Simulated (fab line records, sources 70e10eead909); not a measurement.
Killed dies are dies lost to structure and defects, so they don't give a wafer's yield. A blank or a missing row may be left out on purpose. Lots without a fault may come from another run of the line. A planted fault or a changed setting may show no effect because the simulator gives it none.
Which tool did it? | flow nand_harc | 24 lots, 72 wafers sampled, at 6 steps of a route of 1302

WHAT THE GAUGES READ, wafer by wafer
NHARC_A_M0_THK_MEAS_24: measures by xrf.
lot  | measured     | on            | thk_nm (nm)
L074 | day 22 21:20 | film_metro-02 | 114.5 115.6 113.5
L076 | day 23 12:57 | film_metro-02 | 112.8 111.8 111.7
L075 | day 23 16:48 | film_metro-02 | 112.3 114.5 112.9
L077 | day 23 23:52 | film_metro-02 | 113.3 112.6 113.4
L078 | day 24 00:50 | film_metro-02 | 115.9 113.5 112.7
L079 | day 24 14:56 | film_metro-02 | 113.9 116.4 112.4
L080 | day 25 08:00 | film_metro-01 | 110.8 113.1 113.2
L081 | day 25 17:10 | film_metro-01 | 112.3 112.2 114.4
L082 | day 25 20:41 | film_metro-02 | 113.3 111.8 113.3
L085 | day 27 13:14 | film_metro-02 | 116.3 112.2 112.3
L083 | day 27 17:17 | film_metro-02 | 109.7 109.5 108.9
L086 | day 27 18:53 | film_metro-02 | 110.7 110.6 110.9
L084 | day 27 20:25 | film_metro-01 | 112.8 112.8 113.3
L087 | day 28 15:17 | film_metro-02 | 112.2 111.7 112.0
L088 | day 28 19:47 | film_metro-01 | 114.0 111.1 112.6
L089 | day 29 05:35 | film_metro-02 | 115.2 113.3 115.0
L091 | day 29 09:59 | film_metro-02 | 114.2 114.0 115.0
L090 | day 29 11:14 | film_metro-02 | 115.4 114.6 115.3
L094 | day 30 21:23 | film_metro-01 | 114.6 111.3 114.4
L093 | day 30 23:08 | film_metro-01 | 113.8 113.2 114.5
L092 | day 31 02:14 | film_metro-02 | 117.8 113.8 115.1
L095 | day 31 10:57 | film_metro-01 | 114.0 111.1 113.5
L096 | day 31 18:52 | film_metro-02 | 114.5 113.8 113.3
L097 | day 32 05:15 | film_metro-02 | 114.1 113.5 113.6

NHARC_A_M1_THK_MEAS_24: measures by xrf.
lot  | measured     | on            | thk_nm (nm)
L074 | day 23 01:28 | film_metro-02 | 156.8 155.7 155.8
L076 | day 23 17:11 | film_metro-02 | 153.9 155.5 155.4
L075 | day 23 21:08 | film_metro-02 | 152.5 153.4 152.2
L077 | day 24 04:01 | film_metro-02 | 154.2 154.3 151.6
L078 | day 24 05:01 | film_metro-02 | 153.2 153.7 152.0
L079 | day 24 19:05 | film_metro-01 | 156.1 154.6 154.4
L080 | day 25 12:11 | film_metro-02 | 156.5 154.8 155.9
L081 | day 25 21:19 | film_metro-02 | 156.7 156.5 154.9
L082 | day 26 00:44 | film_metro-02 | 155.7 151.2 152.9
L085 | day 27 17:35 | film_metro-02 | 153.5 154.6 156.0
L083 | day 27 21:37 | film_metro-01 | 151.7 152.3 151.5
L086 | day 27 23:03 | film_metro-02 | 154.4 153.8 153.5
L084 | day 28 00:27 | film_metro-02 | 152.5 153.9 152.3
L087 | day 28 19:27 | film_metro-01 | 155.8 153.2 157.1
L088 | day 28 23:49 | film_metro-01 | 156.3 155.8 154.2
L089 | day 29 09:44 | film_metro-01 | 153.0 151.5 150.6
L091 | day 29 14:19 | film_metro-01 | 153.1 154.9 153.5
L090 | day 29 15:22 | film_metro-01 | 154.6 151.2 153.5
L094 | day 31 01:34 | film_metro-02 | 152.8 155.5 154.5
L093 | day 31 03:10 | film_metro-01 | 154.4 155.3 155.1
L092 | day 31 06:31 | film_metro-02 | 155.2 156.4 154.4
L095 | day 31 14:59 | film_metro-02 | 155.9 154.4 153.5
L096 | day 31 23:01 | film_metro-01 | 155.1 154.2 152.0
L097 | day 32 09:20 | film_metro-02 | 150.7 152.9 149.6

NHARC_A_BONDPAD_THK_MEAS_30: measures by ellipsometry.
lot  | measured     | on            | thk_nm (nm)
L074 | day 23 02:59 | film_metro-02 | 199.1 198.3 198.2
L076 | day 23 18:42 | film_metro-02 | 195.3 196.6 197.5
L075 | day 23 22:58 | film_metro-02 | 199.7 201.9 201.4
L077 | day 24 05:32 | film_metro-02 | 198.7 199.6 201.2
L078 | day 24 06:32 | film_metro-02 | 201.2 198.1 199.1
L079 | day 24 20:36 | film_metro-01 | 197.3 198.3 197.8
L080 | day 25 13:42 | film_metro-02 | 195.6 196.8 198.4
L081 | day 25 23:13 | film_metro-01 | 200.4 199.4 198.1
L082 | day 26 02:19 | film_metro-01 | 199.3 198.3 199.9
L085 | day 27 19:08 | film_metro-02 | 201.3 196.0 198.1
L083 | day 27 23:08 | film_metro-02 | 201.6 199.2 200.2
L086 | day 28 00:35 | film_metro-02 | 203.4 200.4 199.3
L084 | day 28 01:58 | film_metro-01 | 199.6 194.1 199.7
L087 | day 28 20:58 | film_metro-02 | 198.8 200.0 198.6
L088 | day 29 01:22 | film_metro-02 | 200.5 199.8 197.1
L089 | day 29 11:15 | film_metro-02 | 198.7 199.1 198.0
L091 | day 29 15:49 | film_metro-02 | 197.9 199.4 200.2
L090 | day 29 16:52 | film_metro-02 | 199.7 198.3 198.2
L094 | day 31 03:04 | film_metro-02 | 199.4 200.5 200.6
L093 | day 31 04:41 | film_metro-02 | 200.8 198.9 199.8
L092 | day 31 08:01 | film_metro-01 | 203.1 200.9 199.8
L095 | day 31 16:29 | film_metro-02 | 201.7 199.6 198.1
L096 | day 32 00:32 | film_metro-02 | 201.2 199.7 204.0
L097 | day 32 10:51 | film_metro-02 | 201.9 201.6 200.1

WHICH TOOL RAN EACH LOT (tool, then ch and the chambers of the sampled wafers, then the start)
lot  | NHARC_A_M0_STRIP_18                | NHARC_A_M1_ETCH_28                            | NHARC_A_BONDPAD_CMP_29
L074 | rie_diel-02 ch 0,1,3, day 22 19:26 | rie_diel-01 ch 2,3, day 23 01:28 or earlier   | cmp-02 ch 0,1,3, day 23 02:46
L076 | rie_diel-02 ch 0,1,2, day 23 10:59 | rie_diel-10 ch 1,2,3, day 23 17:11 or earlier | cmp-02 ch 0,1, day 23 18:27
L075 | rie_diel-02 ch 1,2, day 23 14:52   | rie_diel-10 ch 2,3, day 23 21:08 or earlier   | cmp-03 ch 1,2,3, day 23 22:43
L077 | rie_diel-07 ch 0,3, day 23 21:55   | rie_diel-12 ch 0,3, day 24 04:01 or earlier   | cmp-04 ch 0,1,3, day 24 05:20
L078 | rie_diel-06 ch 1,2,3, day 23 22:54 | rie_diel-01 ch 0,1,3, day 24 05:01 or earlier | cmp-03 ch 1,2,3, day 24 06:18
L079 | rie_diel-07 ch 0,2, day 24 13:01   | rie_diel-10 ch 0,1,2, day 24 19:05 or earlier | cmp-02 ch 0,1,3, day 24 20:21
L080 | rie_diel-06 ch 2,3, day 25 06:03   | rie_diel-01 ch 0,1,2, day 25 12:11 or earlier | cmp-03 ch 0,1,2, day 25 13:31
L081 | rie_diel-02 ch 0,1,3, day 25 15:16 | rie_diel-12 ch 1,2, day 25 21:19 or earlier   | cmp-03 ch 2,3, day 25 22:58
L082 | rie_diel-06 ch 0,3, day 25 18:46   | rie_diel-12 ch 0,1,2, day 26 00:44 or earlier | cmp-02 ch 0,3, day 26 02:05
L085 | rie_diel-06 ch 0,1,2, day 27 11:19 | rie_diel-01 ch 1,2, day 27 17:35 or earlier   | cmp-02 ch 0,1,2, day 27 18:54
L083 | rie_diel-06 ch 0,1,3, day 27 15:15 | rie_diel-12 ch 0,2,3, day 27 21:37 or earlier | cmp-04 ch 1,2,3, day 27 22:54
L086 | rie_diel-06 ch 0,3, day 27 16:49   | rie_diel-01 ch 0,1, day 27 23:03 or earlier   | cmp-03 ch 0,1, day 28 00:20
L084 | rie_diel-06 ch 0,1,3, day 27 18:27 | rie_diel-01 ch 0,1,2, day 28 00:27 or earlier | cmp-02 ch 0,2, day 28 01:44
L087 | rie_diel-02 ch 0,3, day 28 13:10   | rie_diel-01 ch 1,3, day 28 19:27 or earlier   | cmp-02 ch 1,2,3, day 28 20:44
L088 | rie_diel-02 ch 0,1,3, day 28 17:44 | rie_diel-10 ch 1,3, day 28 23:49 or earlier   | cmp-04 ch 0,1,3, day 29 01:08
L089 | rie_diel-07 ch 0,3, day 29 03:20   | rie_diel-01 ch 0,3, day 29 09:44 or earlier   | cmp-04 ch 0,2,3, day 29 11:02
L091 | rie_diel-07 ch 0,2, day 29 07:48   | rie_diel-01 ch 0,2,3, day 29 14:19 or earlier | cmp-02 ch 0,1,3, day 29 15:34
L090 | rie_diel-02 ch 0,1, day 29 09:02   | rie_diel-10 ch 0,2,3, day 29 15:22 or earlier | cmp-03 ch 1,2,3, day 29 16:37
L094 | rie_diel-06 ch 0,3, day 30 19:26   | rie_diel-10 ch 0,2,3, day 31 01:34 or earlier | cmp-03 ch 1,2,3, day 31 02:50
L093 | rie_diel-02 ch 0,1,3, day 30 21:12 | rie_diel-12 ch 1,2,3, day 31 03:10 or earlier | cmp-04 ch 0,2,3, day 31 04:28
L092 | rie_diel-02 ch 0,3, day 31 00:19   | rie_diel-10 ch 0,1,3, day 31 06:31 or earlier | cmp-04 ch 0,1,3, day 31 07:49
L095 | rie_diel-02 ch 0,1,3, day 31 09:01 | rie_diel-12 ch 0,1,2, day 31 14:59 or earlier | cmp-02 ch 0,2,3, day 31 16:14
L096 | rie_diel-06 ch 0,1,2, day 31 16:56 | rie_diel-12 ch 0,2,3, day 31 23:01 or earlier | cmp-04 ch 0,1,3, day 32 00:17
L097 | rie_diel-07 ch 1,2,3, day 32 03:11 | rie_diel-12 ch 1,3, day 32 09:20 or earlier   | cmp-04 ch 0,3, day 32 10:36
- NHARC_A_M0_STRIP_18: strips in N2/H2.
- NHARC_A_M1_ETCH_28: etches the open film in CF4/N2, target depth 30 nm, time 72.99 s.
- NHARC_A_BONDPAD_CMP_29: polishes SiCN, target thk 200 nm.

WHAT THE TOOLS THEMSELVES READ (means of the sampled wafers that have a number; where no wafer has one, the mark that the record gives instead)
NHARC_A_M0_STRIP_18.
lot  | tool        | drypump_motor_current_A (A) | oes_product_au (a.u.) | rf_vpp_V (V) | showerhead_plenum_p_Torr (Torr) | throttle_valve_pct (%)
L074 | rie_diel-02 | 5.4                         | 1.003                 | 90.3         | 2.03                            | 14.165
L076 | rie_diel-02 | 5.6                         | 1.007                 | 91.4         | 2.07                            | 14.175
L075 | rie_diel-02 | 5.8                         | 1.002                 | 92.2         | 2.12                            | 14.166
L077 | rie_diel-07 | 5.8                         | 0.995                 | 90.4         | 2.03                            | 14.172
L078 | rie_diel-06 | 6.0                         | 0.980                 | 91.4         | 2.08                            | 14.172
L079 | rie_diel-07 | 5.8                         | 0.994                 | 90.7         | 2.12                            | 14.174
L080 | rie_diel-06 | 6.0                         | 0.989                 | 90.0         | 2.07                            | 14.171
L081 | rie_diel-02 | 5.4                         | 1.003                 | 90.6         | 2.02                            | 14.175
L082 | rie_diel-06 | 5.8                         | 0.993                 | 91.3         | 2.09                            | 14.170
L085 | rie_diel-06 | 6.0                         | 0.985                 | 90.6         | 2.06                            | 14.164
L083 | rie_diel-06 | 5.7                         | 0.992                 | 91.2         | 2.10                            | 14.163
L086 | rie_diel-06 | 5.8                         | 0.991                 | 91.1         | 2.09                            | 14.172
L084 | rie_diel-06 | 5.6                         | 1.002                 | 90.6         | 2.10                            | 14.167
L087 | rie_diel-02 | 5.3                         | 0.994                 | 89.9         | 1.98                            | 14.173
L088 | rie_diel-02 | 5.4                         | 0.985                 | 90.2         | 2.02                            | 14.173
L089 | rie_diel-07 | 5.8                         | 0.998                 | 90.4         | 2.03                            | 14.171
L091 | rie_diel-07 | 5.8                         | 0.993                 | 90.9         | 2.11                            | 14.172
L090 | rie_diel-02 | 5.4                         | 0.990                 | 91.1         | 2.09                            | 14.177
L094 | rie_diel-06 | 5.7                         | 0.988                 | 91.9         | 2.07                            | 14.167
L093 | rie_diel-02 | 5.4                         | 0.990                 | 90.0         | 2.02                            | 14.179
L092 | rie_diel-02 | 5.4                         | 0.996                 | 90.5         | 1.95                            | 14.165
L095 | rie_diel-02 | 5.4                         | 0.999                 | 90.4         | 2.02                            | 14.168
L096 | rie_diel-06 | 6.0                         | 0.994                 | 91.0         | 2.05                            | 14.170
L097 | rie_diel-07 | 5.6                         | 0.982                 | 91.7         | 2.12                            | 14.173

NHARC_A_M1_ETCH_28.
lot  | tool        | drypump_motor_current_A (A) | oes_product_au (a.u.) | rf_vpp_V (V) | showerhead_plenum_p_Torr (Torr) | throttle_valve_pct (%)
L074 | rie_diel-01 | 5.6                         | 0.994                 | 316.6        | 2.69                            | 19.792
L076 | rie_diel-10 | 5.7                         | 1.008                 | 314.9        | 2.70                            | 19.787
L075 | rie_diel-10 | 5.7                         | 1.010                 | 316.2        | 2.73                            | 19.797
L077 | rie_diel-12 | 5.7                         | 0.999                 | 316.2        | 2.77                            | 19.789
L078 | rie_diel-01 | 5.5                         | 0.990                 | 312.6        | 2.55                            | 19.796
L079 | rie_diel-10 | 5.6                         | 1.003                 | 314.7        | 2.66                            | 19.796
L080 | rie_diel-01 | 5.8                         | 0.999                 | 314.4        | 2.67                            | 19.791
L081 | rie_diel-12 | 6.0                         | 1.003                 | 315.6        | 2.71                            | 19.792
L082 | rie_diel-12 | 6.0                         | 1.009                 | 315.6        | 2.76                            | 19.795
L085 | rie_diel-01 | 5.6                         | 0.997                 | 314.0        | 2.64                            | 19.791
L083 | rie_diel-12 | 6.0                         | 1.005                 | 316.7        | 2.76                            | 19.798
L086 | rie_diel-01 | 5.6                         | 1.008                 | 313.7        | 2.59                            | 19.788
L084 | rie_diel-01 | 5.8                         | 1.006                 | 314.4        | 2.66                            | 19.794
L087 | rie_diel-01 | 5.2                         | 1.008                 | 313.1        | 2.49                            | 19.793
L088 | rie_diel-10 | 5.9                         | 1.013                 | 314.0        | 2.67                            | 19.799
L089 | rie_diel-01 | 5.7                         | 1.005                 | 313.6        | 2.57                            | 19.805
L091 | rie_diel-01 | 5.6                         | 1.000                 | 314.2        | 2.62                            | 19.793
L090 | rie_diel-10 | 5.5                         | 0.996                 | 315.1        | 2.69                            | 19.796
L094 | rie_diel-10 | 5.5                         | 0.998                 | 316.0        | 2.69                            | 19.789
L093 | rie_diel-12 | 6.0                         | 1.003                 | 315.5        | 2.71                            | 19.804
L092 | rie_diel-10 | 5.7                         | 0.996                 | 315.4        | 2.63                            | 19.799
L095 | rie_diel-12 | 6.0                         | 1.005                 | 316.4        | 2.76                            | 19.785
L096 | rie_diel-12 | 6.0                         | 1.008                 | 316.3        | 2.76                            | 19.791
L097 | rie_diel-12 | 5.7                         | 0.995                 | 315.2        | 2.67                            | 19.790

NHARC_A_BONDPAD_CMP_29.
lot  | tool   | motor_current_A (A)
L074 | cmp-02 | 12.0
L076 | cmp-02 | 12.5
L075 | cmp-03 | 12.0
L077 | cmp-04 | 12.1
L078 | cmp-03 | 12.1
L079 | cmp-02 | 12.0
L080 | cmp-03 | 12.1
L081 | cmp-03 | 11.6
L082 | cmp-02 | 11.9
L085 | cmp-02 | 11.6
L083 | cmp-04 | 11.4
L086 | cmp-03 | 11.8
L084 | cmp-02 | 11.0
L087 | cmp-02 | 12.0
L088 | cmp-04 | 12.4
L089 | cmp-04 | 11.1
L091 | cmp-02 | 12.1
L090 | cmp-03 | 12.4
L094 | cmp-03 | 12.6
L093 | cmp-04 | 12.0
L092 | cmp-04 | 12.1
L095 | cmp-02 | 11.1
L096 | cmp-04 | 12.4
L097 | cmp-04 | 12.2

THE ANSWER, worked out from the rows above alone
Rule: what is usual is taken from the lots themselves. Put in order of their means at a reading, lots are off if they are a third of the lots or fewer, leave a main group of 4 or more, and stand apart from it by a gap of 3 or more times the standard deviation of the main group's means; of several such gaps the widest counts. A main group whose means are all the same, to the digits that the tables above print for the reading, isn't used. A lot without any number at a reading at which 4 lots or more have one is off too. The other lots that the step has rows for count as sound. The gauges are gone through in route order, then the tools' own readings, and for those a lot's mean is taken as printed above. The first step at which some lot is off is used, and at that step the reading that is off furthest; a lot without a number counts as furthest.
No lot is off at any reading shown: from this, nothing can be told.

WHAT THE SIMULATOR HAD PUT IN
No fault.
